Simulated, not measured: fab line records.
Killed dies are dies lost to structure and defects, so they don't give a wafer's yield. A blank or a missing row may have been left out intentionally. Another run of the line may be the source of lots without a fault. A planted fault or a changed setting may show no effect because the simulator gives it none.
fab line records    flow nandHarc
record lots=6  wafers=18  lastDay=31
route steps=1302 shown A_SGD_CUT@893 END@1302
lots that met no fault: from a run of the same line without faults
startH: start of the lot's first displayed wafer, in hours after the record's first day    waitH: hours from the lot's prior step to this one    " unchanged from the row above    L1.1+2: several wafers, shown together as one row    - value missing, or start not given    * or withheld: withheld    < > ~ a bound
route shown NAME@n: NAME is a module with steps in the file, n the number in the route of the first one    usual: mean/standard deviation taken from wafers without a fault    same: alike in all rows    chamber/n: place in a boat    sites: readings site by site    _std_site: standard deviation of those values    _edge_site: inner sites' mean taken away from outer sites' mean    radiusMm: how far each site lies from the wafer's centre    mask NAME#n: copy n    behind: the tool/chamber that last shaped the wafer    hold: what put the lot on hold/how long, in hours/how the hold closed    device: the transistor (n, p or np) that didn't switch    end of line: the route-end tests of the same wafers    a step given without rows: its recipe and nothing more    killed: the dies lost at the first sort to structure and to defects; this is not the yield of the wafer    map: per-die view of a wafer (x killed, . not killed, _ where there is no die)
set.NAME: the setting as run; set.NAME@STEP: as run at that earlier step    model.NAME: the simulator's own value behind a step, which no gauge read
lots seen at some steps along the route; tables by step, rows by wafer
services: when a tool's chamber went out of use (startH, in hours from the record's first day, below 0 if earlier), for how many hours, and the reason
## steps
# step NHARC_A_SGD_CUT_COAT_56
# recipe tempC=260  timeS=75
# step NHARC_A_SGD_CUT_COAT_57
# recipe tempC=225  timeS=65
# step NHARC_A_SGD_CUT_COAT_03
# recipe spinRpm=1500  resistThkNm=90
# step NHARC_A_SGD_CUT_SOFTBAKE_04
# recipe tempC=105  timeS=55
# step NHARC_A_SGD_CUT_EBR_05
# step NHARC_A_SGD_CUT_EXPOSE_06
# recipe na=1.35  doseMj=85.59  maskId=SGD
# step NHARC_A_SGD_CUT_PEB_07
# recipe pebTempC=100  pebTimeS=65
# step NHARC_A_SGD_CUT_DEVELOP_08
# recipe developTimeS=35  devTempC=23
# step NHARC_A_SGD_CUT_CD_MEAS_09
# recipe targetCdNm=100  landingEnergyEv=500
# usual cdNm=99.8/0.84
lot.wafer  tool      chamber  startH  waitH  cdNm
L900.1     cdSem-03  0        453.60  -      100.4
L900.2     "         0        "       "      100.1
L900.5     "         0        "       "      99.0
L901.3     cdSem-01  0        461.22  -      100.5
L901.4     "         0        "       "      100.8
L901.6     "         0        "       "      99.6
L910.1     cdSem-01  0        538.54  -      99.2
L910.3     "         0        "       "      99.0
L910.4     "         0        "       "      99.2
L911.3     cdSem-01  0        552.41  -      101.2
L911.4     "         0        "       "      100.7
L911.5     "         0        "       "      101.2
L914.1     cdSem-02  0        575.76  -      99.9
L914.2     "         0        "       "      100.6
L914.3     "         0        "       "      100.5
L918.3     cdSem-02  0        625.25  -      99.1
L918.4     "         0        "       "      98.1
L918.6     "         0        "       "      97.9
# step NHARC_A_SGD_CUT_OVL_MEAS_10
# usual overlayXNm=-0.1/0.77  overlayYNm=0.0/0.77
lot.wafer  tool        chamber  startH  waitH  overlayXNm  overlayYNm
L900.1     overlay-02  -        453.69  -      0.2         0.1
L900.2     "           -        "       "      0.5         -0.7
L900.5     "           -        "       "      0.7         -0.5
L901.3     overlay-02  -        461.30  -      -0.5        -0.2
L901.4     "           -        "       "      -0.4        0.1
L901.6     "           -        "       "      -0.2        0.1
L910.1     overlay-01  -        538.62  -      0.3         1.3
L910.3     "           -        "       "      0.4         1.2
L910.4     "           -        "       "      -0.2        1.7
L911.3     overlay-02  -        552.50  -      -0.9        0.7
L911.4     "           -        "       "      -1.7        1.2
L911.5     "           -        "       "      -1.5        0.8
L914.1     overlay-01  -        575.85  -      -1.5        1.0
L914.2     "           -        "       "      -1.3        1.2
L914.3     "           -        "       "      -0.8        0.9
L918.3     overlay-01  -        625.33  -      -2.0        -0.4
L918.4     "           -        "       "      -1.6        -0.6
L918.6     "           -        "       "      -1.2        0.1
# step NHARC_A_SGD_CUT_INSPECT_11
# usual rawDefectCount=51/28
lot.wafer  tool              chamber  startH  waitH  rawDefectCount
L900.1     defectInspect-02  -        453.73  0.0    54
L900.2     "                 -        "       "      66
L900.5     "                 -        "       "      61
L901.3     defectInspect-02  -        461.34  0.0    61
L901.4     "                 -        "       "      65
L901.6     "                 -        "       "      53
L910.1     defectInspect-01  -        538.66  0.0    34
L910.3     "                 -        "       "      30
L910.4     "                 -        "       "      32
L911.3     defectInspect-01  -        552.53  0.0    16
L911.4     "                 -        "       "      11
L911.5     "                 -        "       "      13
L914.1     defectInspect-01  -        575.88  0.0    68
L914.2     "                 -        "       "      64
L914.3     "                 -        "       "      66
L918.3     defectInspect-01  -        625.37  0.0    65
L918.4     "                 -        "       "      46
L918.6     "                 -        "       "      55
# step NHARC_A_SGD_CUT_DESCUM_14
# recipe timeS=3  o2FlowSccm=200  arFlowSccm=0  biasPowerW=0  chemistry=O2
# usual chamberPressureMTorr=60.00/0.048  drypumpMotorCurrentA=5.8/0.53  oesProductAu=0.996/0.012  rfVppV=57.8/0.94  showerheadPlenumPTorr=1.90/0.082  throttleValvePct=11.310/0.0086
lot.wafer  tool        chamber  startH  waitH  chamberPressureMTorr  drypumpMotorCurrentA  oesProductAu  rfHoursCounterH  rfVppV  showerheadPlenumPTorr  throttleValvePct
L900.1     rieDiel-11  1        453.79  0.1    59.95                 5.8                   0.993         2                56.2    1.79                   11.298
L900.2     "           0        "       "      60.01                 6.6                   1.006         2                57.7    1.84                   11.314
L900.5     "           1        "       "      60.01                 5.8                   0.986         -                58.1    1.79                   11.300
L901.3     rieDiel-12  1        461.40  0.1    60.09                 5.8                   1.007         0                58.3    1.96                   11.318
L901.4     "           2        "       "      60.05                 4.8                   1.001         0                57.1    1.90                   11.303
L901.6     "           2        "       "      60.00                 4.9                   0.991         -                57.1    1.90                   11.296
L910.4     rieDiel-12  1        538.72  0.1    59.94                 5.9                   1.018         4                58.6    1.96                   11.308
L910.3     "           3        "       "      59.97                 6.0                   0.993         4                57.6    1.92                   11.309
L910.1     "           0        "       "      60.07                 5.0                   0.992         4                58.6    1.86                   11.333
L911.4     rieDiel-12  3        552.61  0.1    59.95                 6.0                   0.978         4                57.4    1.92                   11.311
L911.3     "           0        "       "      59.97                 5.0                   1.001         5                58.8    1.86                   11.312
L911.5     "           1        "       "      60.00                 5.8                   1.005         -                58.0    1.96                   11.307
L914.2     rieDiel-11  3        575.95  0.1    60.04                 5.7                   0.990         12               58.9    2.04                   11.328
L914.1     "           1        "       "      60.03                 5.8                   0.970         13               57.5    1.78                   11.303
L914.3     "           2        "       "      59.99                 6.4                   1.001         13               58.6    1.94                   11.308
L918.3     rieDiel-04  0        625.43  0.1    60.00                 4.9                   1.017         5                59.6    1.85                   11.300
L918.4     "           1        "       "      60.08                 5.7                   1.013         6                56.8    2.05                   11.303
L918.6     "           1        "       "      60.00                 5.7                   1.015         -                58.9    2.05                   11.302
# step NHARC_A_SGD_CUT_ETCH_58
# recipe targetDepthA=390  overEtchFrac=0.3  timeS=65  ionEnergyEv=80  cf4FlowSccm=150  arFlowSccm=0  rfW=300  biasW=100  chemistry=CF4
# usual chamberPressureMTorr=50.00/0.045  drypumpMotorCurrentA=5.8/0.54  oesProductAu=0.995/0.011  rfVppV=151.0/1.3  runLengthS=86.3/0.46  showerheadPlenumPTorr=1.75/0.068  throttleValvePct=13.283/0.0092
lot.wafer  tool        chamber  startH  waitH  chamberPressureMTorr  drypumpMotorCurrentA  oesProductAu  rfHoursCounterH  rfVppV  runLengthS  showerheadPlenumPTorr  throttleValvePct
L900.2     rieDiel-11  0        453.89  0.1    50.00                 6.6                   1.000         2                150.8   86.8        1.70                   13.288
L900.1     "           1        "       "      50.03                 5.8                   0.991         2                150.5   86.2        1.66                   13.281
L900.5     "           3        "       "      50.09                 5.7                   0.991         -                152.6   86.6        1.88                   13.303
L901.4     rieDiel-12  3        461.49  0.1    50.06                 6.0                   0.978         0                150.3   85.9        1.78                   13.291
L901.3     "           1        "       "      49.99                 5.8                   1.011         0                152.6   87.0        1.81                   13.273
L901.6     "           3        "       "      50.01                 6.0                   0.989         -                150.1   85.8        1.78                   13.285
L910.4     rieDiel-12  0        538.81  0.1    49.95                 5.0                   0.982         4                149.1   100.3       1.72                   13.282
L910.3     "           1        "       "      50.00                 5.9                   1.005         4                151.8   87.0        1.81                   13.285
L910.1     "           2        "       "      50.00                 4.8                   0.992         4                151.4   100.4       1.75                   13.269
L911.3     rieDiel-12  0        552.68  0.1    50.04                 5.0                   0.999         5                150.6   85.6        1.72                   13.276
L911.4     "           2        "       "      49.98                 4.8                   0.990         4                152.4   100.5       1.75                   13.279
L911.5     "           0        "       "      49.95                 5.0                   0.998         -                150.3   85.8        1.72                   13.281
L914.2     rieDiel-11  0        576.03  0.1    50.02                 6.6                   0.979         12               148.9   86.1        1.70                   13.280
L914.3     "           1        "       "      50.05                 5.8                   0.967         13               150.7   86.2        1.66                   13.274
L914.1     "           2        "       "      49.96                 6.4                   0.991         13               152.4   86.5        1.79                   13.292
L918.3     rieDiel-04  3        625.51  0.1    50.00                 6.1                   1.003         5                151.2   85.6        1.68                   13.282
L918.4     "           0        "       "      49.96                 4.9                   0.998         5                150.1   85.8        1.71                   13.274
L918.6     "           3        "       "      50.00                 6.1                   0.993         -                149.9   85.7        1.68                   13.297
# step NHARC_A_SGD_CUT_ETCH_59
# recipe targetDepthA=2600  overEtchFrac=0.25  timeS=406.25  ionEnergyEv=200  n2FlowSccm=150  h2FlowSccm=150  arFlowSccm=0  rfW=400  biasW=150  chemistry=N2/H2
# usual chamberPressureMTorr=30.00/0.03  drypumpMotorCurrentA=5.7/0.54  oesProductAu=0.994/0.011  rfVppV=430.1/2.6  runLengthS=427.6/0.52  showerheadPlenumPTorr=2.03/0.09  throttleValvePct=14.172/0.0088
lot.wafer  tool        chamber  startH  waitH  chamberPressureMTorr  drypumpMotorCurrentA  oesProductAu  rfHoursCounterH  rfVppV  runLengthS  showerheadPlenumPTorr  throttleValvePct
L900.1     rieDiel-11  3        -       -      29.98                 5.7                   0.997         2                433.7   428.5       2.18                   14.162
L900.2     "           0        "       "      30.00                 6.6                   0.997         2                427.7   427.3       1.95                   14.183
L900.5     "           0        "       "      29.96                 6.6                   1.008         -                428.8   427.3       1.95                   14.173
L901.3     rieDiel-12  0        -       -      30.05                 5.0                   0.984         0                427.5   427.3       1.98                   14.176
L901.4     "           2        "       "      29.94                 4.8                   0.982         0                430.4   427.6       2.02                   14.166
L901.6     "           1        "       "      30.02                 5.8                   1.008         -                432.8   428.3       2.10                   14.169
L910.1     rieDiel-12  0        -       -      29.98                 5.0                   0.995         4                428.6   427.0       1.98                   14.168
L910.3     "           1        "       "      29.99                 5.9                   0.997         4                432.2   428.4       2.09                   14.173
L910.4     "           2        "       "      30.00                 4.8                   0.998         4                429.9   427.3       2.02                   14.169
L911.4     rieDiel-12  2        -       -      29.99                 4.8                   0.987         4                430.9   427.4       2.02                   14.185
L911.3     "           3        "       "      30.03                 6.1                   0.990         4                430.2   427.0       2.05                   14.176
L911.5     "           1        "       "      30.05                 5.8                   0.997         -                432.3   428.6       2.09                   14.173
L914.1     rieDiel-11  3        -       -      30.00                 5.7                   0.989         12               435.0   428.0       2.18                   14.167
L914.3     "           0        "       "      30.00                 6.6                   0.990         12               428.7   427.5       1.95                   14.183
L914.2     "           1        "       "      29.96                 5.8                   0.964         13               426.4   427.5       1.90                   14.168
L918.4     rieDiel-04  0        -       -      30.00                 4.9                   0.999         5                428.8   426.7       1.97                   14.161
L918.3     "           3        "       "      30.03                 6.1                   0.991         5                426.3   427.8       1.92                   14.165
L918.6     "           0        "       "      30.00                 4.9                   1.007         -                429.4   427.0       1.97                   14.182
# step NHARC_END_SORT_01
# recipe tempC=25
# usual killedAtArray=58/22  killedAtOther=1.0/1.3  killedAtPeriphery=5/3.4  killedDies=64/22  killedOpen=3.6/1.8  killedShort=2.4/1.7
# same grossDies=677
lot.wafer  tool       chamber  startH  waitH  killedAtArray  killedAtOther  killedAtPeriphery  killedDies  killedOpen  killedShort
L910.1     prober-01  0        666.89  2.5    34             0              11                 45          1           2
L910.3     prober-01  0        668.50  3.1    38             0              6                  44          5           4
L910.4     prober-01  0        669.30  3.4    38             0              2                  40          0           4
# killed by level:class
L910.1 A_CHANNEL_HOLE_D2:chamberFilmFlake=13 P_GATE:chamberFilmFlake=8 A_CHANNEL_HOLE_D1:chamberFilmFlake=8 A_CONTACT:chamberFilmFlake=5 A_SGD_CUT:chamberFilmFlake=2 P_CONTACT:geometricParticle:short=1 A_SGD_CUT:geometricParticle:short=1 A_BLC:geometricParticle:open=1
L910.3 A_CHANNEL_HOLE_D2:chamberFilmFlake=18 A_SLIT:chamberFilmFlake=4 A_CONTACT:chamberFilmFlake=4 A_CHANNEL_HOLE_D1:chamberFilmFlake=3 P_CONTACT:geometricParticle:open=2 P_GATE:chamberFilmFlake=2 A_STAIRCASE:chamberFilmFlake=2 P_STI:geometricParticle:short=1
L910.4 A_CHANNEL_HOLE_D2:chamberFilmFlake=21 A_CHANNEL_HOLE_D1:chamberFilmFlake=8 A_DECK1_JOINT:geometricParticle:short=2 A_WL_FILL:geometricParticle:short=2 P_GATE:chamberFilmFlake=2 A_SLIT:chamberFilmFlake=2 A_CONTACT:chamberFilmFlake=2 A_SGD_CUT:chamberFilmFlake=1
## services
tool        chamber  startH  hours  kind
rieDiel-11  -        432.50  9.0    pm
rieDiel-12  -        445.40  9.0    pm
rieDiel-12  0        445.40  9.0    ventCycle
rieDiel-12  1        445.40  9.0    ventCycle
rieDiel-12  2        445.40  9.0    ventCycle
rieDiel-12  3        445.40  9.0    ventCycle
rieDiel-12  0        454.40  -      clean
rieDiel-12  1        454.40  -      clean
rieDiel-12  2        454.40  -      clean
rieDiel-12  3        454.40  -      clean
rieDiel-11  3        458.87  7.3    repair
rieDiel-04  1        478.88  7.9    repair
rieDiel-12  0        478.90  -      clean
rieDiel-12  1        478.90  -      clean
rieDiel-12  2        478.90  -      clean
rieDiel-12  3        478.90  -      clean
rieDiel-12  0        503.42  -      clean
rieDiel-12  1        503.42  -      clean
rieDiel-04  0        514.50  6.3    repair
rieDiel-04  -        531.95  9.0    pm
rieDiel-11  0        583.12  2.5    repair
rieDiel-04  3        593.63  9.0    repair
rieDiel-11  -        609.50  9.0    pm
rieDiel-12  -        622.40  9.0    pm
## key
firstSign step=NHARC_A_SGD_CUT_ETCH_58  reading=runLengthS  direction=up  sigmas=31  usual=*  struck=*
effect none on later readings
metAt NHARC_A_SGD_CUT_ETCH_58
struckWafers L910.1,L910.4,L911.4
testerLeftOut L910,L911
onsetBetween 461.49 538.81
fault kind=processParameterDrift  tool=rieDiel-12  chamber=-  onsetH=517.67  steps=NHARC_A_SGD_CUT_ETCH_58  channel=timeS  offset=*  shape=step  endH=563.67  scope=struckWafersOnly  actsIn=*  stated=*
# testerLeftOut: of these lots the tester's yield and bins aren't shown, on N5 and GAA mostly nor the transistor test; their killed dies are dies lost to structure and defects alone, not to doping, threshold or leakage, so they don't give the yield
